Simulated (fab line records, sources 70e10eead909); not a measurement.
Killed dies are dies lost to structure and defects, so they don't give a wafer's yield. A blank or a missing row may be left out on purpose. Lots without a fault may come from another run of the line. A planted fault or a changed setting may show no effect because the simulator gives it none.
fab line records | flow nand_harc
record lots=5 wafers=15 last_day=32
route steps=1302 shown A_CONTACT@996
lots that met no fault: from a run of the same line without faults
start_h: hours from the record's first day to the start of the lot's first wafer shown | wait_h: hours since the lot's step before | " the same as in the row above | L1.1+2: a row that stands for several wafers | - no value, or no start given | * or withheld: withheld | < > ~ a bound
route shown NAME@n: a module of which the file shows steps, and the number in the route of the first | usual: mean/standard deviation of fault-free wafers | same: alike in all rows | chamber/n: place in a boat | sites: the reading at each site | _std_site: their standard deviation | _edge_site: outer sites' mean less inner sites' | radius_mm: how far each site lies from the wafer's centre | mask NAME#n: copy n | behind: the tool/chamber that last shaped the wafer | hold: why the lot was held/for how many hours/how that ended | device: the transistor (n, p or np) that didn't switch | end of line: the same wafers' tests at the end of the route | a step without rows: its recipe alone | killed: dies lost to structure and defects at the first sort, not the wafer's yield | map: a wafer's dies, x killed, . not, _ none there
set.NAME: the setting as run; set.NAME@STEP: as run at that earlier step | model.NAME: the simulator's own value behind a step, which no gauge read
lots at some steps of the route; a table a step, a row a wafer
services: from which hour (start_h, from the record's first day; less than 0 if before it) a tool's chamber was out of use, for how many hours, and why
## steps
# step NHARC_A_CONTACT_DEVELOP_41
# recipe develop_time_s=35 dev_temp_c=23
# columns lot.wafer tool chamber start_h wait_h
L074.2+4+6 litho_track-06 0 - -
L075.2+5+6 litho_track-01 0 - -
L076.2+3+5 litho_track-06 0 - -
L079.2+3+6 litho_track-04 0 - -
L095.1+3+6 litho_track-01 0 - -
# step NHARC_A_CONTACT_CD_MEAS_42
# recipe target_cd_nm=300 landing_energy_ev=500
# usual cd_nm=300.0/0.44
# columns lot.wafer tool chamber start_h wait_h cd_nm
L074.2 cd_sem-01 0 500.21 - 299.8
L074.4 " 0 " " 300.1
L074.6 " 0 " " 298.9
L075.2 cd_sem-01 0 501.37 - 299.6
L075.5 " 0 " " 300.1
L075.6 " 0 " " 300.5
L076.2 cd_sem-02 0 511.07 - 299.5
L076.3 " 0 " " 300.6
L076.5 " 0 " " 300.3
L079.2 cd_sem-03 0 528.18 - 299.6
L079.3 " 0 " " 299.8
L079.6 " 0 " " 300.2
L095.1 cd_sem-03 0 704.64 - 299.5
L095.3 " 0 " " 299.5
L095.6 " 0 " " 299.7
# step NHARC_A_CONTACT_OVL_MEAS_43
# usual overlay_x_nm=-0.1/0.96 overlay_y_nm=0.0/0.82
# columns lot.wafer tool chamber start_h wait_h overlay_x_nm overlay_y_nm
L074.2 overlay-02 - 500.30 - -1.1 1.1
L074.4 " - " " -1.0 1.5
L074.6 " - " " -1.1 1.0
L075.2 overlay-01 - 501.45 - 1.2 -0.9
L075.5 " - " " 1.4 -0.2
L075.6 " - " " 1.3 0.2
L076.2 overlay-02 - 511.16 - 0.6 0.4
L076.3 " - " " 1.0 -0.1
L076.5 " - " " 0.8 0.0
L079.2 overlay-01 - 528.26 - 1.6 -0.2
L079.3 " - " " 1.4 -0.3
L079.6 " - " " 0.9 -0.3
L095.1 overlay-02 - 704.73 - -1.0 -0.1
L095.3 " - " " -0.7 -0.4
L095.6 " - " " -0.9 0.0
# step NHARC_A_CONTACT_INSPECT_44
# usual raw_defect_count=79/34
# columns lot.wafer tool chamber start_h wait_h raw_defect_count
L074.2 defect_inspect-02 - 500.33 0.0 59
L074.4 " - " " 51
L074.6 " - " " 64
L075.2 defect_inspect-02 - 501.49 0.0 55
L075.5 " - " " 65
L075.6 " - " " 50
L076.2 defect_inspect-02 - 511.19 0.0 20
L076.3 " - " " 17
L076.5 " - " " 19
L079.2 defect_inspect-01 - 528.30 0.0 71
L079.3 " - " " 74
L079.6 " - " " 54
L095.1 defect_inspect-02 - 704.77 0.0 91
L095.3 " - " " 89
L095.6 " - " " 88
# step NHARC_A_CONTACT_DESCUM_47
# recipe time_s=3 o2_flow_sccm=200 ar_flow_sccm=0 bias_power_w=0 chemistry=O2
# usual drypump_motor_current_A=5.8/0.45 oes_product_au=0.998/0.0094 rf_vpp_V=57.7/1 showerhead_plenum_p_Torr=1.92/0.09 throttle_valve_pct=11.312/0.0085
# columns lot.wafer tool chamber start_h wait_h drypump_motor_current_A oes_product_au rf_hours_counter_h rf_vpp_V showerhead_plenum_p_Torr throttle_valve_pct
L074.4 rie_diel-02 0 500.40 0.1 6.7 0.994 29 57.7 1.97 11.322
L074.2 " 2 " " 5.5 0.992 29 59.2 1.92 11.315
L074.6 " 3 " " 5.6 0.995 - 57.0 1.97 11.331
L075.2 rie_diel-08 3 501.57 0.1 5.8 0.997 20 58.0 1.80 11.320
L075.6 " 1 " " 6.0 1.002 - 57.5 1.87 11.314
L075.5 " 2 " " 5.3 0.994 - 57.7 1.91 11.321
L076.2 rie_diel-08 0 511.25 0.1 6.4 1.002 19 57.8 2.07 11.321
L076.3 " 1 " " 5.9 1.000 26 56.8 1.87 11.309
L076.5 " 1 " " 6.0 0.995 - 57.0 1.87 11.310
L079.2 rie_diel-08 0 528.36 0.1 6.4 1.007 24 58.7 2.07 11.320
L079.3 " 2 " " 5.3 1.000 28 58.3 1.91 11.308
L079.6 " 1 " " 5.9 0.993 - 57.3 1.87 11.307
L095.3 rie_diel-08 3 704.84 0.1 5.8 1.006 26 56.8 1.79 11.314
L095.1 " 0 " " 6.4 1.027 16 57.6 2.06 11.301
L095.6 " 3 " " 5.8 1.008 - 57.0 1.79 11.324
# step NHARC_A_CONTACT_ETCH_48
# recipe target_depth_a=390 over_etch_frac=0.3 time_s=65 ion_energy_ev=80 cf4_flow_sccm=150 ar_flow_sccm=0 rf_w=300 bias_w=100 chemistry=CF4
# usual drypump_motor_current_A=5.8/0.45 oes_product_au=0.997/0.0095 rf_vpp_V=151.5/1.3 showerhead_plenum_p_Torr=1.78/0.078 throttle_valve_pct=13.286/0.0094
# columns lot.wafer tool chamber start_h wait_h drypump_motor_current_A oes_product_au rf_hours_counter_h rf_vpp_V showerhead_plenum_p_Torr throttle_valve_pct
L074.2 rie_diel-02 3 500.48 0.1 5.6 0.997 29 152.1 1.81 13.274
L074.4 " 2 " " 5.5 0.981 29 150.7 1.77 13.287
L074.6 " 3 " " 5.6 1.009 - 152.2 1.81 13.272
L075.2 rie_diel-08 1 501.64 0.1 5.9 0.991 24 152.8 1.73 13.298
L075.5 " 0 " " 6.4 1.007 - 154.2 1.90 13.287
L075.6 " 1 " " 5.9 0.991 - 149.9 1.73 13.287
L076.2 rie_diel-08 3 511.35 0.1 5.8 0.996 21 149.8 1.67 13.291
L076.3 " 0 " " 6.4 1.003 19 155.6 1.90 13.287
L076.5 " 2 " " 5.3 0.999 - 152.1 1.76 13.298
L079.3 rie_diel-08 0 528.45 0.1 6.4 1.017 24 152.8 1.90 13.295
L079.2 " 1 " " 5.9 1.004 30 150.4 1.73 13.284
L079.6 " 0 " " 6.4 1.010 - 152.6 1.90 13.287
L095.3 rie_diel-08 1 704.92 0.1 5.9 1.009 22 149.9 1.72 13.285
L095.1 " 3 " " 5.8 1.007 26 149.1 1.66 13.274
L095.6 " 1 " " 5.9 1.010 - 150.8 1.72 13.276
# step NHARC_A_CONTACT_ETCH_49
# recipe target_depth_a=2600 over_etch_frac=0.3 time_s=475.3 ion_energy_ev=200 n2_flow_sccm=150 h2_flow_sccm=150 ar_flow_sccm=0 rf_w=400 bias_w=150 chemistry=N2/H2
# usual drypump_motor_current_A=5.8/0.46 n2_flow_sccm=150.0/0.42 oes_product_au=0.997/0.0093 rf_vpp_V=430.6/2.8 showerhead_plenum_p_Torr=2.05/0.098 throttle_valve_pct=14.170/0.0088
# columns lot.wafer tool chamber start_h wait_h drypump_motor_current_A n2_flow_sccm oes_product_au rf_hours_counter_h rf_vpp_V showerhead_plenum_p_Torr throttle_valve_pct
L074.2 rie_diel-02 0 - - 6.7 149.4 0.975 29 433.2 2.10 14.161
L074.4 " 2 " " 5.5 149.8 1.001 29 430.3 2.04 14.171
L074.6 " 0 " " 6.7 149.3 1.000 - 432.8 2.10 14.166
L075.2 rie_diel-08 1 - - 5.9 150.6 1.000 24 428.4 1.99 14.189
L075.5 " 2 " " 5.3 149.9 1.009 - 430.7 2.03 14.157
L075.6 " 3 " " 5.8 150.3 0.997 - 426.9 1.91 14.168
L076.3 rie_diel-08 3 - - 5.8 150.4 0.994 21 427.9 1.91 14.166
L076.2 " 0 " " 6.4 150.2 1.002 19 434.6 2.21 14.160
L076.5 " 0 " " 6.4 150.0 1.003 - 435.8 2.21 14.160
L079.2 rie_diel-08 2 - - 5.3 150.2 1.009 28 430.0 2.03 14.156
L079.3 " 3 " " 5.8 150.2 0.996 25 426.5 1.91 14.168
L079.6 " 1 " " 5.9 150.3 0.997 - 429.5 1.99 14.167
L095.1 rie_diel-08 1 - - 5.9 150.2 1.005 22 429.1 1.98 14.182
L095.3 " 2 " " 5.3 150.0 0.982 27 431.1 2.02 14.177
L095.6 " 0 " " 6.4 150.2 1.006 - 434.8 2.20 14.170
# step NHARC_A_CONTACT_ETCH_50
# recipe target_depth_a=1210 time_s=60.5 cf4_flow_sccm=100 chf3_flow_sccm=30 ar_flow_sccm=0 rf_w=500 bias_w=200 chemistry=CF4/CHF3
# usual drypump_motor_current_A=5.8/0.43 oes_product_au=0.950/0.023 rf_vpp_V=370.6/2.5 showerhead_plenum_p_Torr=1.58/0.067 throttle_valve_pct=16.803/0.0089
# columns lot.wafer tool chamber start_h wait_h drypump_motor_current_A oes_product_au rf_hours_counter_h rf_vpp_V showerhead_plenum_p_Torr throttle_valve_pct
L074.2 rie_diel-02 3 - - 5.6 0.966 30 371.9 1.62 16.805
L074.4 " 1 " " 5.1 0.978 26 370.5 1.57 16.798
L074.6 " 2 " " 5.5 0.969 - 369.5 1.57 16.790
L075.2 rie_diel-08 3 - - 5.8 0.914 20 367.7 1.48 16.821
L075.5 " 1 " " 5.9 0.924 - 370.0 1.54 16.798
L075.6 " 2 " " 5.3 0.915 - 372.4 1.57 16.807
L076.3 rie_diel-08 2 - - 5.3 0.987 25 370.4 1.57 16.800
L076.2 " 3 " " 5.8 0.980 22 366.1 1.48 16.801
L076.5 " 1 " " 5.9 0.970 - 369.3 1.54 16.788
L079.2 rie_diel-08 3 - - 5.8 0.922 25 368.1 1.48 16.808
L079.3 " 0 " " 6.4 0.941 24 374.3 1.69 16.798
L079.6 " 3 " " 5.8 0.931 - 368.0 1.48 16.802
L095.3 rie_diel-08 2 - - 5.3 0.921 27 370.6 1.56 16.811
L095.1 " 0 " " 6.4 0.942 17 374.9 1.69 16.791
L095.6 " 2 " " 5.3 0.916 - 370.3 1.56 16.804
# step NHARC_A_CONTACT_ETCH_51
# recipe target_depth_a=70000 over_etch_frac=0.3 time_s=1820 ion_energy_ev=150 o2_flow_sccm=400 cos_flow_sccm=20 ar_flow_sccm=0 rf_w=500 bias_w=300 chemistry=O2/COS
# usual drypump_motor_current_A=5.8/0.44 oes_product_au=0.999/0.0096 rf_vpp_V=314.5/2.1 showerhead_plenum_p_Torr=3.14/0.13 throttle_valve_pct=28.331/0.0094
# columns lot.wafer tool chamber start_h wait_h drypump_motor_current_A oes_product_au rf_hours_counter_h rf_vpp_V showerhead_plenum_p_Torr throttle_valve_pct
L074.4 rie_diel-02 0 - - 6.7 0.993 29 315.5 3.20 28.334
L074.2 " 1 " " 5.1 0.994 26 313.4 3.11 28.327
L074.6 " 2 " " 5.6 0.999 - 315.4 3.13 28.319
L075.2 rie_diel-08 2 - - 5.3 1.007 24 313.7 3.11 28.340
L075.6 " 0 " " 6.4 0.999 - 317.1 3.36 28.330
L075.5 " 1 " " 5.9 0.995 - 312.5 3.06 28.325
L076.2 rie_diel-08 0 - - 6.4 1.013 20 317.3 3.36 28.316
L076.3 " 2 " " 5.3 1.008 25 313.3 3.11 28.334
L076.5 " 0 " " 6.4 1.003 - 317.8 3.36 28.324
L079.2 rie_diel-08 0 - - 6.4 1.009 25 318.4 3.36 28.337
L079.3 " 2 " " 5.3 0.997 29 314.2 3.11 28.339
L079.6 " 0 " " 6.4 0.994 - 317.3 3.36 28.342
L095.3 rie_diel-08 2 - - 5.3 0.987 27 316.0 3.10 28.346
L095.1 " 3 " " 5.8 1.010 27 312.6 2.93 28.330
L095.6 " 2 " " 5.3 0.982 - 314.5 3.10 28.339
# step NHARC_A_CONTACT_ETCH_111
# recipe source_w=withheld pressure_mtorr=20 bias_v=withheld time_s=140 target_depth_a=7000 ar_flow_sccm=withheld c4f8_flow_sccm=withheld o2_flow_sccm=withheld chemistry=C4F8/O2/Ar
# columns lot.wafer tool chamber start_h wait_h rf_hours_counter_h
L074.2 har_cap_etch-02 1 502.27 - 81
L074.4 " 0 " " -
L074.6 " 0 " " -
L075.2 har_cap_etch-03 1 503.41 - 47
L075.5 " 0 " " -
L075.6 " 1 " " -
L076.2 har_cap_etch-02 1 513.07 - 84
L076.3 " 1 " " -
L076.5 " 1 " " -
L079.2 har_cap_etch-02 0 530.21 - 88
L079.3 " 1 " " -
L079.6 " 0 " " -
L095.1 har_cap_etch-02 0 706.66 - 119
L095.3 " 1 " " -
L095.6 " 1 " " -
# step NHARC_A_CONTACT_ETCH_112
# recipe source_w=withheld pressure_mtorr=20 bias_v=3000 time_s=190 target_depth_a=18500 ar_flow_sccm=withheld c4f8_flow_sccm=withheld o2_flow_sccm=withheld chemistry=C4F8/O2/Ar
# columns lot.wafer tool chamber start_h wait_h rf_hours_counter_h
L074.2 har_cap_etch-02 1 502.46 0.2 82
L074.4 " 0 " " -
L074.6 " 0 " " -
L075.2 har_cap_etch-03 1 503.67 0.2 47
L075.5 " 0 " " -
L075.6 " 1 " " -
L076.2 har_cap_etch-02 1 513.26 0.2 84
L076.3 " 1 " " -
L076.5 " 1 " " -
L079.2 har_cap_etch-02 0 530.92 0.7 88
L079.3 " 1 " " -
L079.6 " 0 " " -
L095.1 har_cap_etch-02 0 706.86 0.2 119
L095.3 " 1 " " -
L095.6 " 1 " " -
# step NHARC_A_CONTACT_ETCH_113
# recipe source_w=withheld pressure_mtorr=20 bias_v=3000 time_s=190 target_depth_a=18500 ar_flow_sccm=withheld c4f8_flow_sccm=withheld o2_flow_sccm=withheld chemistry=C4F8/O2/Ar
# columns lot.wafer tool chamber start_h wait_h rf_hours_counter_h
L074.2 har_cap_etch-02 1 502.64 0.1 82
L074.4 " 0 " " -
L074.6 " 0 " " -
L075.2 har_cap_etch-03 1 503.90 0.2 48
L075.5 " 0 " " -
L075.6 " 1 " " -
L076.2 har_cap_etch-02 1 513.43 0.1 84
L076.3 " 1 " " -
L076.5 " 1 " " -
L079.2 har_cap_etch-02 0 531.15 0.2 89
L079.3 " 1 " " -
L079.6 " 0 " " -
L095.1 har_cap_etch-02 0 707.03 0.1 119
L095.3 " 1 " " -
L095.6 " 1 " " -
# step NHARC_A_CONTACT_ETCH_114
# recipe source_w=withheld pressure_mtorr=20 bias_v=3000 time_s=190 target_depth_a=18500 ar_flow_sccm=withheld c4f8_flow_sccm=withheld o2_flow_sccm=withheld chemistry=C4F8/O2/Ar
# columns lot.wafer tool chamber start_h wait_h rf_hours_counter_h
L074.2 har_cap_etch-02 1 502.81 0.1 82
L074.4 " 0 " " -
L074.6 " 0 " " -
L075.2 har_cap_etch-03 1 504.13 0.2 48
L075.5 " 0 " " -
L075.6 " 1 " " -
L076.2 har_cap_etch-02 1 513.60 0.1 84
L076.3 " 1 " " -
L076.5 " 1 " " -
L079.2 har_cap_etch-02 0 531.38 0.2 89
L079.3 " 1 " " -
L079.6 " 0 " " -
L095.1 har_cap_etch-02 0 707.20 0.1 119
L095.3 " 1 " " -
L095.6 " 1 " " -
# step NHARC_A_CONTACT_ETCH_115
# recipe source_w=withheld pressure_mtorr=20 bias_v=3000 time_s=190 target_depth_a=18500 ar_flow_sccm=withheld c4f8_flow_sccm=withheld o2_flow_sccm=withheld chemistry=C4F8/O2/Ar
# columns lot.wafer tool chamber start_h wait_h rf_hours_counter_h
L074.2 har_cap_etch-02 1 502.98 0.1 82
L074.4 " 0 " " -
L074.6 " 0 " " -
L075.2 har_cap_etch-03 1 504.35 0.2 48
L075.5 " 0 " " -
L075.6 " 1 " " -
L076.2 har_cap_etch-02 1 513.78 0.1 84
L076.3 " 1 " " -
L076.5 " 1 " " -
L079.2 har_cap_etch-02 0 531.61 0.2 89
L079.3 " 1 " " -
L079.6 " 0 " " -
L095.1 har_cap_etch-02 0 707.37 0.1 119
L095.3 " 1 " " -
L095.6 " 1 " " -
# step NHARC_A_CONTACT_ETCH_116
# recipe source_w=withheld pressure_mtorr=20 bias_v=3000 time_s=190 target_depth_a=18500 ar_flow_sccm=withheld c4f8_flow_sccm=withheld o2_flow_sccm=withheld chemistry=C4F8/O2/Ar
# columns lot.wafer tool chamber start_h wait_h rf_hours_counter_h
L074.2 har_cap_etch-02 1 503.15 0.1 82
L074.4 " 0 " " -
L074.6 " 0 " " -
L075.2 har_cap_etch-03 1 504.52 0.1 48
L075.5 " 0 " " -
L075.6 " 1 " " -
L076.2 har_cap_etch-02 1 513.95 0.1 84
L076.3 " 1 " " -
L076.5 " 1 " " -
L079.2 har_cap_etch-02 0 531.83 0.2 89
L079.3 " 1 " " -
L079.6 " 0 " " -
L095.1 har_cap_etch-02 0 707.54 0.1 119
L095.3 " 1 " " -
L095.6 " 1 " " -
# step NHARC_A_CONTACT_ETCH_117
# recipe source_w=withheld pressure_mtorr=20 bias_v=3000 time_s=190 target_depth_a=18500 ar_flow_sccm=withheld c4f8_flow_sccm=withheld o2_flow_sccm=withheld chemistry=C4F8/O2/Ar
# columns lot.wafer tool chamber start_h wait_h rf_hours_counter_h
L074.2 har_cap_etch-02 1 503.32 0.1 82
L074.4 " 0 " " -
L074.6 " 0 " " -
L075.2 har_cap_etch-03 1 504.69 0.1 48
L075.5 " 0 " " -
L075.6 " 1 " " -
L076.2 har_cap_etch-02 1 514.12 0.1 85
L076.3 " 1 " " -
L076.5 " 1 " " -
L079.2 har_cap_etch-02 0 532.06 0.2 89
L079.3 " 1 " " -
L079.6 " 0 " " -
L095.1 har_cap_etch-02 0 707.71 0.1 120
L095.3 " 1 " " -
L095.6 " 1 " " -
# step NHARC_A_CONTACT_ETCH_118
# recipe source_w=withheld pressure_mtorr=20 bias_v=3000 time_s=190 target_depth_a=18500 ar_flow_sccm=withheld c4f8_flow_sccm=withheld o2_flow_sccm=withheld chemistry=C4F8/O2/Ar
# columns lot.wafer tool chamber start_h wait_h rf_hours_counter_h
L074.2 har_cap_etch-02 1 503.49 0.1 83
L074.4 " 0 " " -
L074.6 " 0 " " -
L075.2 har_cap_etch-03 1 504.86 0.1 48
L075.5 " 0 " " -
L075.6 " 1 " " -
L076.2 har_cap_etch-02 1 514.29 0.1 85
L076.3 " 1 " " -
L076.5 " 1 " " -
L079.2 har_cap_etch-02 0 532.29 0.2 89
L079.3 " 1 " " -
L079.6 " 0 " " -
L095.1 har_cap_etch-02 0 707.88 0.1 120
L095.3 " 1 " " -
L095.6 " 1 " " -
# step NHARC_A_CONTACT_ETCH_119
# recipe source_w=withheld pressure_mtorr=20 bias_v=3000 time_s=190 target_depth_a=18500 ar_flow_sccm=withheld c4f8_flow_sccm=withheld o2_flow_sccm=withheld chemistry=C4F8/O2/Ar
# columns lot.wafer tool chamber start_h wait_h rf_hours_counter_h
L074.2 har_cap_etch-02 1 503.66 0.1 83
L074.4 " 0 " " -
L074.6 " 0 " " -
L075.2 har_cap_etch-03 1 505.03 0.1 48
L075.5 " 0 " " -
L075.6 " 1 " " -
L076.2 har_cap_etch-02 1 514.45 0.1 85
L076.3 " 1 " " -
L076.5 " 1 " " -
L079.2 har_cap_etch-02 0 532.52 0.2 90
L079.3 " 1 " " -
L079.6 " 0 " " -
L095.1 har_cap_etch-02 0 708.05 0.1 120
L095.3 " 1 " " -
L095.6 " 1 " " -
# step NHARC_A_CONTACT_ETCH_120
# recipe source_w=withheld pressure_mtorr=20 bias_v=3000 time_s=190 target_depth_a=18500 ar_flow_sccm=withheld c4f8_flow_sccm=withheld o2_flow_sccm=withheld chemistry=C4F8/O2/Ar
# columns lot.wafer tool chamber start_h wait_h rf_hours_counter_h
L074.2 har_cap_etch-02 1 503.83 0.1 83
L074.4 " 0 " " -
L074.6 " 0 " " -
L075.2 har_cap_etch-03 1 505.20 0.1 49
L075.5 " 0 " " -
L075.6 " 1 " " -
L076.2 har_cap_etch-02 1 514.63 0.1 85
L076.3 " 1 " " -
L076.5 " 1 " " -
L079.2 har_cap_etch-02 0 532.75 0.2 90
L079.3 " 1 " " -
L079.6 " 0 " " -
L095.1 har_cap_etch-02 0 708.22 0.1 120
L095.3 " 1 " " -
L095.6 " 1 " " -
# step NHARC_A_CONTACT_ETCH_121
# recipe source_w=withheld pressure_mtorr=20 bias_v=3000 time_s=190 target_depth_a=18500 ar_flow_sccm=withheld c4f8_flow_sccm=withheld o2_flow_sccm=withheld chemistry=C4F8/O2/Ar
# columns lot.wafer tool chamber start_h wait_h rf_hours_counter_h
L074.2 har_cap_etch-02 1 504.00 0.1 83
L074.4 " 0 " " -
L074.6 " 0 " " -
L075.2 har_cap_etch-03 1 505.37 0.1 49
L075.5 " 0 " " -
L075.6 " 1 " " -
L076.2 har_cap_etch-02 1 514.80 0.1 85
L076.3 " 1 " " -
L076.5 " 1 " " -
L079.2 har_cap_etch-02 0 532.98 0.2 90
L079.3 " 1 " " -
L079.6 " 0 " " -
L095.1 har_cap_etch-02 0 708.39 0.1 120
L095.3 " 1 " " -
L095.6 " 1 " " -
# step NHARC_A_CONTACT_ETCH_122
# recipe source_w=withheld pressure_mtorr=20 bias_v=3000 time_s=190 target_depth_a=18500 ar_flow_sccm=withheld c4f8_flow_sccm=withheld o2_flow_sccm=withheld chemistry=C4F8/O2/Ar
# columns lot.wafer tool chamber start_h wait_h rf_hours_counter_h
L074.2 har_cap_etch-02 1 504.17 0.1 83
L074.4 " 0 " " -
L074.6 " 0 " " -
L075.2 har_cap_etch-03 1 505.55 0.1 49
L075.5 " 0 " " -
L075.6 " 1 " " -
L076.2 har_cap_etch-02 1 514.97 0.1 85
L076.3 " 1 " " -
L076.5 " 1 " " -
L079.2 har_cap_etch-02 0 533.21 0.2 90
L079.3 " 1 " " -
L079.6 " 0 " " -
L095.1 har_cap_etch-02 0 708.56 0.1 120
L095.3 " 1 " " -
L095.6 " 1 " " -
# step NHARC_A_CONTACT_ETCH_123
# recipe source_w=withheld pressure_mtorr=20 bias_v=400 time_s=490 target_depth_a=21100 ar_flow_sccm=withheld c4f8_flow_sccm=11.5 o2_flow_sccm=7.2 chemistry=C4F8/O2/Ar
# columns lot.wafer tool chamber start_h wait_h rf_hours_counter_h
L074.2 har_cap_etch-02 1 504.40 0.2 83
L074.4 " 0 " " -
L074.6 " 0 " " -
L075.2 har_cap_etch-03 1 505.78 0.2 49
L075.5 " 0 " " -
L075.6 " 1 " " -
L076.2 har_cap_etch-02 1 515.14 0.1 86
L076.3 " 1 " " -
L076.5 " 1 " " -
L079.2 har_cap_etch-02 0 533.51 0.3 90
L079.3 " 1 " " -
L079.6 " 0 " " -
L095.1 har_cap_etch-02 0 708.73 0.1 121
L095.3 " 1 " " -
L095.6 " 1 " " -
# step NHARC_A_CONTACT_ETCH_90
# recipe target_depth_a=400 over_etch_frac=0.5 time_s=85.7 ion_energy_ev=120 ch3f_flow_sccm=50 o2_flow_sccm=30 ar_flow_sccm=200 rf_w=500 bias_w=100 chemistry=CH3F/O2
# usual drypump_motor_current_A=5.8/0.43 oes_product_au=0.95/0.033 rf_vpp_V=244.4/1.9 showerhead_plenum_p_Torr=2.46/0.11 throttle_valve_pct=20.665/0.0078
# columns lot.wafer tool chamber start_h wait_h drypump_motor_current_A oes_product_au rf_hours_counter_h rf_vpp_V showerhead_plenum_p_Torr throttle_valve_pct
L074.4 rie_diel-08 3 505.30 0.7 5.8 0.98 21 242.1 2.31 20.657
L074.2 " 0 " " 6.4 0.99 19 248.6 2.65 20.665
L074.6 " 0 " " 6.4 0.99 - 248.5 2.65 20.655
L075.2 rie_diel-04 0 506.71 0.8 5.3 0.94 44 242.9 2.40 20.653
L075.6 " 1 " " 6.0 0.92 - 246.6 2.64 20.678
L075.5 " 2 " " 6.3 0.93 - 245.9 2.64 20.677
L076.3 rie_diel-08 3 516.13 0.7 5.8 0.93 23 242.8 2.31 20.671
L076.2 " 1 " " 5.9 0.93 28 244.2 2.41 20.659
L076.5 " 2 " " 5.3 0.93 - 243.0 2.45 20.659
L079.3 rie_diel-08 1 534.54 0.8 5.9 0.93 33 242.9 2.40 20.670
L079.2 " 2 " " 5.3 0.93 30 244.5 2.45 20.656
L079.6 " 1 " " 5.9 0.92 - 243.5 2.40 20.674
L095.3 rie_diel-02 3 709.71 0.6 5.6 0.91 41 244.3 2.50 20.656
L095.1 " 1 " " 5.1 0.93 41 243.7 2.42 20.673
L095.6 " 0 " " 6.7 0.93 - 243.2 2.50 20.662
# step NHARC_A_CONTACT_ETCH_96
# recipe target_depth_a=200 over_etch_frac=0.5 time_s=10 ion_energy_ev=250 c4f6_flow_sccm=25 o2_flow_sccm=20 ar_flow_sccm=500 rf_w=600 bias_w=500 chemistry=C4F6/O2
# usual drypump_motor_current_A=5.8/0.43 oes_product_au=0.964/0.025 rf_vpp_V=547/3.6 showerhead_plenum_p_Torr=3.92/0.17 throttle_valve_pct=26.903/0.009
# columns lot.wafer tool chamber start_h wait_h drypump_motor_current_A oes_product_au rf_hours_counter_h rf_vpp_V showerhead_plenum_p_Torr throttle_valve_pct
L074.4 rie_diel-08 3 - - 5.8 0.989 21 543 3.71 26.890
L074.2 " 0 " " 6.4 1.000 19 553 4.22 26.908
L074.6 " 3 " " 5.8 0.992 - 541 3.71 26.908
L075.2 rie_diel-04 3 - - 6.1 0.932 49 552 4.12 26.887
L075.5 " 1 " " 6.0 0.947 - 553 4.19 26.893
L075.6 " 2 " " 6.3 0.949 - 554 4.19 26.878
L076.3 rie_diel-08 1 - - 5.9 0.929 28 546 3.84 26.914
L076.2 " 0 " " 6.4 0.942 22 554 4.21 26.898
L076.5 " 2 " " 5.3 0.940 - 547 3.91 26.901
L079.3 rie_diel-08 3 - - 5.8 0.932 27 541 3.70 26.896
L079.2 " 0 " " 6.4 0.936 26 552 4.21 26.901
L079.6 " 2 " " 5.3 0.947 - 546 3.91 26.890
L095.3 rie_diel-02 2 - - 5.5 0.943 42 548 3.89 26.905
L095.1 " 3 " " 5.6 0.937 41 549 3.98 26.906
L095.6 " 1 " " 5.1 0.925 - 546 3.87 26.900
# step NHARC_A_CONTACT_CD_MEAS_53
# usual cd_nm=289.6/0.69
# columns lot.wafer tool chamber start_h wait_h cd_nm
L074.2 cd_sem-03 - 505.52 - 289.2
L074.4 " - " " 288.4
L074.6 " - " " 289.1
L075.2 cd_sem-03 - 506.89 - 290.5
L075.5 " - " " 290.7
L075.6 " - " " 290.5
L076.2 cd_sem-01 - 516.33 - 289.5
L076.3 " - " " 289.4
L076.5 " - " " 289.5
L079.2 cd_sem-02 - 534.76 - 289.1
L079.3 " - " " 288.8
L079.6 " - " " 289.3
L095.1 cd_sem-03 - 709.93 - 290.1
L095.3 " - " " 290.5
L095.6 " - " " 289.7
# step NHARC_A_CONTACT_STRIP_99
# recipe n2_flow_sccm=150 h2_flow_sccm=150 ar_flow_sccm=0 bias_w=0 chemistry=N2/H2
# columns lot.wafer tool chamber start_h wait_h
L074.2+4+6 rie_diel-08 1,3,1 505.60 0.1
L075.2+5+6 rie_diel-08 0,3,0 506.97 0.1
L076.3+2+5 rie_diel-08 2,0,1 516.42 0.1
L079.2+3+6 rie_diel-08 3,0,0 534.83 0.1
L095.3+1+6 rie_diel-02 2,3,2 710.01 0.1
# step NHARC_A_CONTACT_STRIP_100
# recipe cf4_flow_sccm=100 chf3_flow_sccm=30 ar_flow_sccm=0 bias_w=0 chemistry=CF4/CHF3
# columns lot.wafer tool chamber start_h wait_h
L074.2+4+6 rie_diel-08 2,1,3 505.69 0.1
L075.2+5+6 rie_diel-08 0,1,2 507.06 0.1
L076.2+3+5 rie_diel-08 3,0,0 516.50 0.1
L079.2+3+6 rie_diel-08 0,3,0 534.93 0.1
L095.3+1+6 rie_diel-02 2,0,3 710.10 0.1
# step NHARC_A_CONTACT_STRIP_101
# recipe o2_flow_sccm=400 cos_flow_sccm=20 ar_flow_sccm=0 bias_w=0 chemistry=O2/COS
# columns lot.wafer tool chamber start_h wait_h
L074.4+2+6 rie_diel-08 1,3,0 505.76 0.1
L075.2+5+6 rie_diel-08 0,2,3 507.12 0.1
L076.3+2+5 rie_diel-08 1,3,1 516.56 0.1
L079.2+3+6 rie_diel-08 2,3,1 535.00 0.1
L095.1+3+6 rie_diel-02 3,0,2 710.16 0.1
## services
# columns tool chamber start_h hours kind
rie_diel-08 - 498.20 0.6 repair
rie_diel-08 0 500.11 - clean
rie_diel-08 1 500.11 - clean
rie_diel-08 2 500.11 - clean
rie_diel-08 3 500.11 - clean
litho_track-01 - 505.00 7.0 pm
rie_diel-08 0 524.61 - clean
rie_diel-08 1 524.61 - clean
rie_diel-08 2 524.61 - clean
rie_diel-08 3 524.61 - clean
litho_track-06 - 529.00 7.0 pm
har_cap_etch-02 - 535.22 0.4 repair
rie_diel-04 - 536.33 9.0 pm
rie_diel-08 - 545.53 9.0 pm
rie_diel-08 0 545.53 9.0 vent_cycle
rie_diel-08 1 545.53 9.0 vent_cycle
litho_track-04 - 553.00 7.0 pm
rie_diel-02 - 574.52 9.0 pm
rie_diel-08 0 646.93 37.9 repair
rie_diel-08 1 666.00 16.1 repair
rie_diel-04 3 673.68 6.7 repair
litho_track-01 - 680.00 7.0 pm
litho_track-06 - 704.00 7.0 pm
rie_diel-08 - 709.20 1.4 repair
## key
fault none
